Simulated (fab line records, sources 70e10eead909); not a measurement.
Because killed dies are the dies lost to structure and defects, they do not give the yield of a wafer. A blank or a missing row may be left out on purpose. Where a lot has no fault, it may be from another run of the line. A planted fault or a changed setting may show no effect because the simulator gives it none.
fab line records | flow nand_harc
record: lots: 13 wafers: 39 last_day: 24
route steps=1159 shown P_M2@344 P_BONDPAD@385 A_ONON_D1@426 END@1159
lots that met no fault: taken from a fault-free run of the same line
start_h: the number of hours between the record's first day and the start of the first shown wafer of the lot | wait_h: hours elapsed since this lot's preceding step | " same as the row above | L1.1+2: one row covering several wafers at once | - value missing, or start not given | * or withheld: withheld | < > ~ a bound
route shown NAME@n: names a module that has steps shown in the file, with the first one's number in the route | usual: mean/standard deviation taken from wafers without a fault | same: alike in all rows | chamber/n: place in a boat | sites: the reading at each site | _std_site: the values' standard deviation | _edge_site: outer sites' mean less inner sites' | radius_mm: how far each site lies from the wafer's centre | mask NAME#n: copy n | behind: tool/chamber where the wafer was last shaped | hold: cause of the lot's hold/its duration in hours/its outcome | device: the transistor (n, p or np) that didn't switch | end of line: tests run on the same wafers once the route is complete | step lacking rows: just its recipe | killed: at the first sort, the dies lost to defects and structure; wafer yield is something else | map: dies across one wafer; x = killed, . = not, _ = none there
set.NAME: the setting that was run; set.NAME@STEP: the one run at that earlier step | model.NAME: the simulator's own value behind a step, which no gauge read
a sample of lots followed through the steps of the route, with each step as a table and each wafer as a row
services: the hour from which a tool's chamber was out of use, counted from the record's first day as start_h (under 0 if before that day), plus the number of hours and why
== steps ==
step: NHARC_P_M2_CMP_23
recipe: t_overpolish_s: 20 target_thk_nm: 144.3
usual: motor_current_A: 11.7/1.1 pad_life_wafers: 236/150 slurry_filter_dp_kPa: 13.51/0.13 time_to_endpoint_s: 29.3/2.8
columns lot.wafer tool chamber start_h wait_h motor_current_A pad_life_wafers slurry_filter_dp_kPa time_to_endpoint_s
L435.1 cmp-02 0 121.74 - 11.8 468 13.24 28.3
L435.4 " 3 " " 12.5 471 13.42 31.2
L435.6 " 0 " " 12.4 - 13.73 29.3
L436.4 cmp-01 2 122.71 - 9.7 198 13.35 31.8
L436.3 " 0 " " 12.8 200 13.69 31.4
L436.6 " 3 " " 11.4 - 13.56 32.1
L437.3 cmp-04 0 144.74 - 11.1 168 13.62 29.2
L437.5 " 0 " " 11.1 - 13.40 27.8
L437.6 " 1 " " 10.8 - 13.66 22.4
L438.3 cmp-02 1 144.85 - 10.5 60 13.47 34.2
L438.1 " 2 " " 12.5 61 13.75 32.3
L438.4 " 0 " " 11.6 63 13.56 29.9
L440.1 cmp-04 0 159.31 - 11.1 272 13.61 27.2
L440.5 " 2 " " 11.1 - 13.35 28.9
L440.6 " 3 " " 13.5 - 13.59 28.7
L439.4 cmp-04 3 160.07 - 12.6 276 13.54 28.2
L439.5 " 3 " " 12.5 - 13.56 28.0
L439.6 " 0 " " 11.6 - 13.58 28.5
L442.1 cmp-01 3 173.95 - 12.1 495 13.43 34.1
L442.5 " 0 " " 14.1 - 13.55 28.9
L442.6 " 1 " " 12.8 - 13.69 24.1
L445.3 cmp-02 3 182.00 - 11.9 306 13.49 30.5
L445.2 " 0 " " 12.0 307 13.59 28.1
L445.4 " 1 " " 10.7 308 13.36 30.8
L448.4 cmp-04 2 208.49 - 11.1 12 13.92 30.2
L448.1 " 3 " " 12.5 13 13.54 27.9
L448.2 " 1 " " 11.5 15 13.45 25.4
L447.2 cmp-02 0 209.09 - 11.8 483 13.58 25.6
L447.6 " 1 " " 10.0 - 13.30 33.4
L447.5 " 2 " " 12.4 - 13.64 34.3
L446.3 cmp-01 0 209.37 - 13.0 151 13.49 27.3
L446.2 " 2 " " 9.5 153 13.49 29.6
L446.5 " 3 " " 11.2 - 13.56 31.3
L452.3 cmp-04 3 227.40 - 13.2 114 13.53 29.0
L452.6 " 3 " " 13.3 - 13.65 29.8
L452.5 " 0 " " 11.1 - 13.59 28.8
L455.2 cmp-01 1 250.16 - 12.9 392 13.60 24.4
L455.1 " 2 " " 9.6 393 13.41 29.2
L455.5 " 3 " " 11.8 - 13.52 33.6
step: NHARC_P_M2_THK_MEAS_24
recipe: thk_meas_gauge: xrf
usual: thk_nm: 144.1/1.7
columns lot.wafer tool chamber start_h wait_h thk_nm
L435.1 film_metro-02 - 122.05 - 144.1
L435.4 " - " " 143.7
L435.6 " - " " 144.9
L436.3 film_metro-02 - 123.03 - 144.4
L436.4 " - " " 144.4
L436.6 " - " " 145.4
L437.3 film_metro-02 - 145.06 - 140.3
L437.5 " - " " 142.1
L437.6 " - " " 142.2
L438.1 film_metro-01 - 145.17 - 146.6
L438.3 " - " " 145.1
L438.4 " - " " 143.8
L440.1 film_metro-01 - 159.57 - 142.6
L440.5 " - " " 140.4
L440.6 " - " " 141.3
L439.4 film_metro-02 - 160.39 - 145.7
L439.5 " - " " 143.7
L439.6 " - " " 141.9
L442.1 film_metro-02 - 174.19 - 145.3
L442.5 " - " " 144.7
L442.6 " - " " 143.7
L445.2 film_metro-02 - 182.31 - 142.6
L445.3 " - " " 145.3
L445.4 " - " " 147.0
L448.1 film_metro-02 - 208.81 - 142.7
L448.2 " - " " 142.0
L448.4 " - " " 144.4
L447.2 film_metro-01 - 209.32 - 143.7
L447.5 " - " " 143.9
L447.6 " - " " 144.8
L446.2 film_metro-01 - 209.66 - 146.1
L446.3 " - " " 148.0
L446.5 " - " " 148.2
L452.3 film_metro-02 - 227.71 - 142.9
L452.5 " - " " 144.0
L452.6 " - " " 141.9
L455.1 film_metro-01 - 250.41 - 142.7
L455.2 " - " " 142.2
L455.5 " - " " 145.4
step: NHARC_P_BONDPAD_INSPECT_23
usual: raw_defect_count: 333/110
columns lot.wafer tool chamber start_h wait_h raw_defect_count
L435.1 defect_inspect-02 - 126.96 0.0 320
L435.4 " - " " 360
L435.6 " - " " 289
L436.3 defect_inspect-02 - 127.76 0.0 226
L436.4 " - " " 480
L436.6 " - " " 339
L437.3 defect_inspect-02 - 149.79 0.0 219
L437.5 " - " " 185
L437.6 " - " " 193
L438.1 defect_inspect-01 - 150.12 0.0 246
L438.3 " - " " 269
L438.4 " - " " 257
L440.1 defect_inspect-01 - 164.63 0.0 290
L440.5 " - " " 396
L440.6 " - " " 288
L439.4 defect_inspect-01 - 165.37 0.0 318
L439.5 " - " " 307
L439.6 " - " " 229
L442.1 defect_inspect-01 - 178.95 0.0 215
L442.5 " - " " 383
L442.6 " - " " 221
L445.2 defect_inspect-01 - 187.11 0.0 350
L445.3 " - " " 393
L445.4 " - " " 380
L448.1 defect_inspect-02 - 213.59 0.0 595
L448.2 " - " " 678
L448.4 " - " " 485
L447.2 defect_inspect-01 - 214.14 0.0 339
L447.5 " - " " 376
L447.6 " - " " 309
L446.2 defect_inspect-01 - 214.51 0.0 188
L446.3 " - " " 312
L446.5 " - " " 317
L452.3 defect_inspect-02 - 232.91 0.0 368
L452.5 " - " " 277
L452.6 " - " " 200
L455.1 defect_inspect-01 - 255.15 0.0 242
L455.2 " - " " 327
L455.5 " - " " 185
step: NHARC_A_ONON_D1_DEP_03
recipe: target_thk_a: 10000 n2_flow_sccm: 2750 n2o_flow_sccm: 2000 nh3_flow_sccm: 500 sih4_flow_sccm: 210 temp_c: 400
usual: nh3_flow_sccm: 500.0/1.7
columns lot.wafer tool chamber start_h wait_h nh3_flow_sccm
L435.1 pecvd_onon-03 0 150.49 0.2 499.6
L435.4 " 0 " " 498.2
L435.6 " 0 " " 497.3
L436.3 pecvd_onon-04 0 150.61 0.3 500.0
L436.4 " 0 " " 501.3
L436.6 " 0 " " 499.5
L438.1 pecvd_onon-01 0 175.03 0.1 499.2
L438.3 " 0 " " 501.0
L438.4 " 0 " " 497.8
L437.3 pecvd_onon-03 0 175.18 0.2 501.8
L437.5 " 0 " " 499.7
L437.6 " 0 " " 500.0
L440.1 pecvd_onon-03 0 191.28 0.1 503.2
L440.5 " 0 " " 501.3
L440.6 " 0 " " 503.7
L439.4 pecvd_onon-04 0 191.46 0.2 499.6
L439.5 " 0 " " 502.3
L439.6 " 0 " " 499.1
L442.1 pecvd_onon-03 0 204.15 0.1 500.3
L442.5 " 0 " " 498.1
L442.6 " 0 " " 500.2
L445.2 pecvd_onon-01 0 210.85 0.1 501.3
L445.3 " 0 " " 499.9
L445.4 " 0 " " 499.9
L446.2 pecvd_onon-03 0 238.43 0.1 499.9
L446.3 " 0 " " 498.9
L446.5 " 0 " " 496.6
L448.1 pecvd_onon-01 0 238.51 0.2 500.7
L448.2 " 0 " " 500.1
L448.4 " 0 " " 502.2
L447.2 pecvd_onon-03 0 238.79 0.1 500.6
L447.5 " 0 " " 502.4
L447.6 " 0 " " 501.5
L452.3 pecvd_onon-03 0 258.71 0.2 496.9
L452.5 " 0 " " 497.8
L452.6 " 0 " " 499.5
L455.1 pecvd_onon-03 0 280.82 0.1 498.0
L455.2 " 0 " " 498.6
L455.5 " 0 " " 499.3
step: NHARC_A_ONON_D1_THK_MEAS_05
recipe: thk_meas_gauge: ellipsometry
usual: thk_nm: 999/10
columns lot.wafer tool chamber start_h wait_h thk_nm
L435.1 film_metro-02 - 151.00 - 1012
L435.4 " - " " 1015
L435.6 " - " " 1016
L436.3 film_metro-01 - 151.01 - 998
L436.4 " - " " 996
L436.6 " - " " 998
L438.1 film_metro-01 - 175.55 - 1008
L438.3 " - " " 1008
L438.4 " - " " 1011
L437.3 film_metro-02 - 175.58 - 1009
L437.5 " - " " 1010
L437.6 " - " " 1008
L439.4 film_metro-01 - 191.79 - 1025
L439.5 " - " " 1025
L439.6 " - " " 1026
L440.1 film_metro-02 - 191.79 - 994
L440.5 " - " " 996
L440.6 " - " " 995
L442.1 film_metro-01 - 204.66 - 987
L442.5 " - " " 988
L442.6 " - " " 988
L445.2 film_metro-01 - 211.30 - 998
L445.3 " - " " 996
L445.4 " - " " 995
L446.2 film_metro-01 - 238.89 - 993
L446.3 " - " " 994
L446.5 " - " " 992
L448.1 film_metro-01 - 239.01 - 1010
L448.2 " - " " 1010
L448.4 " - " " 1010
L447.2 film_metro-02 - 239.24 - 1001
L447.5 " - " " 1002
L447.6 " - " " 1003
L452.3 film_metro-01 - 259.10 - 1598
L452.5 " - " " 1597
L452.6 " - " " 1597
L455.1 film_metro-01 - 281.33 - 1580
L455.2 " - " " 1581
L455.5 " - " " 1580
step: NHARC_END_SORT_01
recipe: temp_c: 25
usual: killed_at_array: 29/13 killed_at_other: 0.7/1 killed_at_periphery: 3.2/2.3 killed_dies: 33/13 killed_open: 3.3/1.7 killed_short: 2.0/1.5
same: gross_dies: 677
columns lot.wafer tool chamber start_h wait_h killed_at_array killed_at_other killed_at_periphery killed_dies killed_open killed_short
L452.3 prober-02 0 545.71 3.0 674 0 3 677 3 3
L452.5 prober-02 0 547.28 3.6 668 2 7 677 6 5
L452.6 prober-02 0 548.07 3.9 670 1 6 677 3 2
L455.1 prober-02 0 564.50 2.5 673 2 2 677 3 2
L455.2 prober-02 0 565.30 2.8 671 1 5 677 4 1
L455.5 prober-02 0 567.70 3.7 673 0 4 677 5 2
killed by level:class
L452.3 A_ONON_D1:area_dep=644 A_SLIT:chamber_film_flake=13 A_CHANNEL_HOLE_D1:chamber_film_flake=6 A_CONTACT:chamber_film_flake=5 P_GATE:chamber_film_flake=2 P_M0:geometric_particle:short=1 A_SOURCE_PLATE:geometric_particle:short=1 A_SOURCE_PLATE:geometric_particle:open=1
L452.5 A_ONON_D1:area_dep=640 A_SLIT:chamber_film_flake=11 A_CHANNEL_HOLE_D1:chamber_film_flake=4 A_CONTACT:chamber_film_flake=4 P_M0:geometric_particle:short=2 P_GATE:chamber_film_flake=2 P_M0:chamber_film_flake=2 A_ONON_D1:geometric_particle:open=1
L452.6 A_ONON_D1:area_dep=632 A_SLIT:chamber_film_flake=19 A_CHANNEL_HOLE_D1:chamber_film_flake=5 A_CONTACT:chamber_film_flake=5 P_GATE:chamber_film_flake=2 P_M0:chamber_film_flake=2 A_STAIRCASE:chamber_film_flake=2 P_CONTACT:geometric_particle:open=1
L455.1 A_ONON_D1:area_dep=609 A_CHANNEL_HOLE_D1:chamber_film_flake=32 A_SLIT:chamber_film_flake=15 A_M1:chamber_film_flake=5 A_CONTACT:chamber_film_flake=3 A_BLC:chamber_film_flake=3 A_WL_FILL:geometric_particle:short=2 A_ZERO_WELL:chamber_film_flake=2
L455.2 A_ONON_D1:area_dep=621 A_SLIT:chamber_film_flake=19 A_CHANNEL_HOLE_D1:chamber_film_flake=17 A_M1:chamber_film_flake=4 A_WL_FILL:geometric_particle:open=2 P_M0:chamber_film_flake=2 A_ZERO_WELL:chamber_film_flake=2 A_CONTACT:chamber_film_flake=2
L455.5 A_ONON_D1:area_dep=623 A_CHANNEL_HOLE_D1:chamber_film_flake=19 A_SLIT:chamber_film_flake=16 A_CONTACT:geometric_particle:open=4 P_M0:chamber_film_flake=3 A_BLC:chamber_film_flake=3 A_CONTACT:chamber_film_flake=2 A_M1:chamber_film_flake=2
== services ==
columns tool chamber start_h hours kind
cmp-04 - 105.21 4.0 pm
cmp-04 - 109.21 - consumable_replace:conditioner
cmp-04 - 109.21 - consumable_replace:pad
cmp-02 - 128.63 4.0 pm
cmp-02 - 132.63 - consumable_replace:conditioner
cmp-02 - 132.63 - consumable_replace:pad
pecvd_onon-03 - 153.00 13.0 pm
cmp-01 - 179.50 4.0 pm
pecvd_onon-03 - 180.71 3.5 repair
cmp-01 - 183.50 - consumable_replace:conditioner
cmp-01 - 183.50 - consumable_replace:pad
cmp-02 - 187.27 0.9 repair
pecvd_onon-01 - 195.31 13.0 pm
cmp-04 - 203.21 4.0 pm
cmp-04 - 207.21 - consumable_replace:conditioner
cmp-04 - 207.21 - consumable_replace:pad
cmp-04 - 210.80 1.1 repair
cmp-02 - 226.63 4.0 pm
cmp-02 - 230.63 - consumable_replace:conditioner
cmp-02 - 230.63 - consumable_replace:pad
pecvd_onon-04 - 237.00 13.0 pm
cmp-01 - 277.50 4.0 pm
== key ==
first_sign: step: NHARC_A_ONON_D1_THK_MEAS_05 reading: thk_nm direction: up sigmas: 58 usual: 999 struck: 1589
effect: step: NHARC_END_SORT_01 reading: killed_at_array direction: up sigmas: 50 usual: 29 struck: 672
more_kills_born_at: NHARC_A_ONON_D1_DEP_03@pecvd_onon-03: 3769
met_at NHARC_A_ONON_D1_DEP_03
struck_lots L452,L455
struck_wafers L452.3,L452.5,L452.6,L455.1,L455.2,L455.5
later_rows_left_out L452.3,L452.5,L452.6,L455.1,L455.2,L455.5
tester_left_out L452,L455
not_acting_at NHARC_P_M2_CMP_23,NHARC_P_M2_THK_MEAS_24,NHARC_P_BONDPAD_INSPECT_23
onset_between 238.79 258.71
also_fits time
fault: kind: process_parameter_drift tool: pecvd_onon-03 chamber: 0 onset_h: 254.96 steps: NHARC_A_ONON_D1_DEP_03 channel: target_thk_a offset: * shape: step end_h: 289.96 acts_in: * stated: *
tester_left_out: of these lots the tester's yield and bins aren't shown, on N5 and GAA mostly nor the transistor test; their killed dies are dies lost to structure and defects alone, not to doping, threshold or leakage, so they don't give the yield
later_rows_left_out: the simulator's readings of these wafers behind a module that went badly wrong aren't trusted and aren't shown, but for the sort
